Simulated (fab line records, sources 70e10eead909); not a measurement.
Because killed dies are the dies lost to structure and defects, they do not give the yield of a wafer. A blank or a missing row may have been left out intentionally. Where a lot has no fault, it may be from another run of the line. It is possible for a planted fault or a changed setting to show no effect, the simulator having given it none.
The tool behind it: which one? + flow nandHarc + 72 wafers from 24 lots sampled at 3 of the route's 1302 steps

== WHAT EACH GAUGE READ, for each wafer ==
NHARC_P_M0_CD_MEAS_16.
| lot  | measured     | on       | cdNm (nm)      |
|------|--------------|----------|----------------|
| L074 | day 6 00:06  | cdSem-02 | 89.2 90.8 91.7 |
| L075 | day 6 16:11  | cdSem-01 | 90.1 90.2 89.2 |
| L076 | day 6 18:58  | cdSem-01 | 89.5 89.7 89.4 |
| L077 | day 7 10:52  | cdSem-02 | 90.8 90.2 89.7 |
| L078 | day 7 16:05  | cdSem-03 | 90.1 89.8 89.9 |
| L080 | day 8 11:06  | cdSem-02 | 90.3 90.3 91.0 |
| L079 | day 8 11:51  | cdSem-03 | 91.8 89.6 89.8 |
| L081 | day 9 05:01  | cdSem-03 | 89.7 90.6 90.4 |
| L082 | day 9 08:55  | cdSem-02 | 90.7 89.2 90.5 |
| L083 | day 9 23:49  | cdSem-01 | 89.7 89.0 90.0 |
| L084 | day 10 10:02 | cdSem-03 | 90.7 90.6 90.3 |
| L085 | day 10 18:01 | cdSem-02 | 89.1 89.3 89.2 |
| L086 | day 10 23:59 | cdSem-02 | 91.8 89.9 90.5 |
| L087 | day 11 11:33 | cdSem-01 | 90.6 89.8 90.6 |
| L088 | day 12 05:44 | cdSem-01 | 89.0 89.5 89.2 |
| L089 | day 12 08:23 | cdSem-01 | 91.0 91.8 90.0 |
| L090 | day 12 20:58 | cdSem-02 | 91.5 90.7 90.0 |
| L091 | day 13 17:05 | cdSem-03 | 90.8 89.7 89.4 |
| L092 | day 13 22:42 | cdSem-02 | 90.8 90.5 90.8 |
| L094 | day 14 04:06 | cdSem-01 | 90.1 89.0 90.4 |
| L093 | day 14 04:46 | cdSem-02 | 90.9 91.7 90.5 |
| L095 | day 14 16:41 | cdSem-03 | 89.7 90.7 89.3 |
| L097 | day 15 08:55 | cdSem-03 | 88.2 91.1 90.0 |
| L096 | day 15 09:03 | cdSem-02 | 90.2 91.4 90.8 |

== WHICH TOOL RAN EACH LOT (tool, then ch and the chambers of the sampled wafers, then the start) ==
| lot  | NHARC_P_CONTACT_CMP_24        | NHARC_P_M0_ETCH_15                           |
|------|-------------------------------|----------------------------------------------|
| L074 | cmp-04 ch 0,2,3, day 5 22:19  | rieDiel-08 ch 1,2,3, day 6 00:06 or earlier  |
| L075 | cmp-02 ch 1,2,3, day 6 14:27  | rieDiel-08 ch 0,2,3, day 6 16:11 or earlier  |
| L076 | cmp-04 ch 0,1,2, day 6 17:21  | rieDiel-08 ch 0,2,3, day 6 18:58 or earlier  |
| L077 | cmp-02 ch 0,2, day 7 09:14    | rieDiel-08 ch 0,2, day 7 10:52 or earlier    |
| L078 | cmp-01 ch 0,3, day 7 14:19    | rieDiel-04 ch 0,1,3, day 7 16:05 or earlier  |
| L080 | cmp-02 ch 0,1,2, day 8 09:20  | rieDiel-08 ch 0,1,3, day 8 11:06 or earlier  |
| L079 | cmp-01 ch 0,1,2, day 8 10:02  | rieDiel-08 ch 0,1,2, day 8 11:51 or earlier  |
| L081 | cmp-02 ch 0,3, day 9 02:29    | rieDiel-07 ch 0,2,3, day 9 05:01 or earlier  |
| L082 | cmp-01 ch 0,1,3, day 9 06:58  | rieDiel-04 ch 0,1,3, day 9 08:55 or earlier  |
| L083 | cmp-02 ch 0,1, day 9 22:02    | rieDiel-04 ch 0,1, day 9 23:49 or earlier    |
| L084 | cmp-02 ch 0,2, day 10 08:22   | rieDiel-08 ch 1,2, day 10 10:02 or earlier   |
| L085 | cmp-01 ch 0,1, day 10 16:23   | rieDiel-04 ch 1,2, day 10 18:01 or earlier   |
| L086 | cmp-02 ch 0,1,3, day 10 22:23 | rieDiel-07 ch 1,2, day 10 23:59 or earlier   |
| L087 | cmp-01 ch 0,3, day 11 09:53   | rieDiel-08 ch 0,1,2, day 11 11:33 or earlier |
| L088 | cmp-01 ch 0,2,3, day 12 04:08 | rieDiel-08 ch 1,2,3, day 12 05:44 or earlier |
| L089 | cmp-04 ch 1,2,3, day 12 06:35 | rieDiel-04 ch 1,2,3, day 12 08:23 or earlier |
| L090 | cmp-01 ch 1,2,3, day 12 19:21 | rieDiel-08 ch 0,1,3, day 12 20:58 or earlier |
| L091 | cmp-02 ch 1,2,3, day 13 15:28 | rieDiel-07 ch 2,3, day 13 17:05 or earlier   |
| L092 | cmp-01 ch 0,1,2, day 13 20:54 | rieDiel-08 ch 0,2,3, day 13 22:42 or earlier |
| L094 | cmp-01 ch 1,2, day 14 02:19   | rieDiel-08 ch 0,2,3, day 14 04:06 or earlier |
| L093 | cmp-04 ch 0,2,3, day 14 03:10 | rieDiel-08 ch 1,2,3, day 14 04:46 or earlier |
| L095 | cmp-02 ch 0,1,2, day 14 14:53 | rieDiel-07 ch 1,3, day 14 16:41 or earlier   |
| L097 | cmp-02 ch 0,1, day 15 07:04   | rieDiel-04 ch 1,2, day 15 08:55 or earlier   |
| L096 | cmp-01 ch 0,2, day 15 07:06   | rieDiel-04 ch 2,3, day 15 09:03 or earlier   |
- NHARC_P_CONTACT_CMP_24: polishes, t overpolish 30 s, target thk 200 nm.
- NHARC_P_M0_ETCH_15: etches the open film in C4F8/Ar, target depth 150 nm, overetch 15 nm, time 82.5 s.

== WHAT THE TOOLS THEMSELVES READ (means of the sampled wafers that have a number; where no wafer has one, the mark that the record gives instead) ==
NHARC_P_CONTACT_CMP_24.
| lot  | tool   | motorCurrentA (A) | overpolishRunS (s) | timeToEndpointS (s) |
|------|--------|-------------------|--------------------|---------------------|
| L074 | cmp-04 | 12.2              | 30.004             | 42                  |
| L075 | cmp-02 | 12.8              | 30.003             | 39                  |
| L076 | cmp-04 | 11.3              | 29.997             | 43                  |
| L077 | cmp-02 | 11.8              | 29.994             | 39                  |
| L078 | cmp-01 | 12.0              | 30.003             | 40                  |
| L080 | cmp-02 | 12.1              | 30.004             | 42                  |
| L079 | cmp-01 | 12.0              | 29.994             | 40                  |
| L081 | cmp-02 | 13.6              | 30.003             | 39                  |
| L082 | cmp-01 | 11.7              | 30.001             | 44                  |
| L083 | cmp-02 | 12.1              | 29.999             | 43                  |
| L084 | cmp-02 | 11.3              | 29.992             | 40                  |
| L085 | cmp-01 | 11.8              | 29.994             | 43                  |
| L086 | cmp-02 | 12.7              | 30.001             | 44                  |
| L087 | cmp-01 | 12.2              | 29.989             | 42                  |
| L088 | cmp-01 | 11.7              | 30.002             | 40                  |
| L089 | cmp-04 | 11.9              | 30.009             | 38                  |
| L090 | cmp-01 | 12.0              | 30.000             | 38                  |
| L091 | cmp-02 | 13.0              | 29.996             | 36                  |
| L092 | cmp-01 | 11.9              | 30.001             | 42                  |
| L094 | cmp-01 | 11.5              | 30.006             | 39                  |
| L093 | cmp-04 | 12.2              | 30.003             | 39                  |
| L095 | cmp-02 | 11.5              | 30.006             | 39                  |
| L097 | cmp-02 | 11.9              | 30.004             | 43                  |
| L096 | cmp-01 | 11.9              | 29.998             | 39                  |

NHARC_P_M0_ETCH_15.
| lot  | tool       | oesProductAu (a.u.) | rfVppV (V) |
|------|------------|---------------------|------------|
| L074 | rieDiel-08 | 0.963               | 440.5      |
| L075 | rieDiel-08 | 0.968               | 439.9      |
| L076 | rieDiel-08 | 0.971               | 440.3      |
| L077 | rieDiel-08 | 0.957               | 440.7      |
| L078 | rieDiel-04 | 0.922               | 443.9      |
| L080 | rieDiel-08 | 0.984               | 440.4      |
| L079 | rieDiel-08 | 0.975               | 441.4      |
| L081 | rieDiel-07 | 0.951               | 442.2      |
| L082 | rieDiel-04 | 0.944               | 443.5      |
| L083 | rieDiel-04 | 0.970               | 444.6      |
| L084 | rieDiel-08 | 0.933               | 440.3      |
| L085 | rieDiel-04 | 0.959               | 445.1      |
| L086 | rieDiel-07 | 0.929               | 442.9      |
| L087 | rieDiel-08 | 0.966               | 441.7      |
| L088 | rieDiel-08 | 0.968               | 439.6      |
| L089 | rieDiel-04 | 0.967               | 443.0      |
| L090 | rieDiel-08 | 0.966               | 441.3      |
| L091 | rieDiel-07 | 0.966               | 442.1      |
| L092 | rieDiel-08 | 0.977               | 440.7      |
| L094 | rieDiel-08 | 0.972               | 440.7      |
| L093 | rieDiel-08 | 0.981               | 439.3      |
| L095 | rieDiel-07 | 0.953               | 444.8      |
| L097 | rieDiel-04 | 0.922               | 442.5      |
| L096 | rieDiel-04 | 0.940               | 442.5      |

== THE ANSWER, worked out from the rows above alone ==
Rule: usual is defined by the lots themselves. Put in order of their means at a reading, lots are off if they are a third of the lots or fewer, leave a main group of 4 or more, and stand apart from it by a gap of 3 or more times the standard deviation of the main group's means; of several such gaps the widest counts. The tables above print the reading to a certain number of digits; a main group whose means all agree to those digits is not used. Also off: a lot with no number at a reading for which 4 or more lots have one. All remaining lots with rows at the step are treated as sound. Order of review: gauges by route order, followed by the tools' own readings, for which a lot's mean as printed above is used. At the first step where some lot is off, the reading lying furthest off is the one used; lots without a number count as furthest.
No lot is off at any reading shown: from this, nothing can be told.

== WHAT THE SIMULATOR HAD PUT IN ==
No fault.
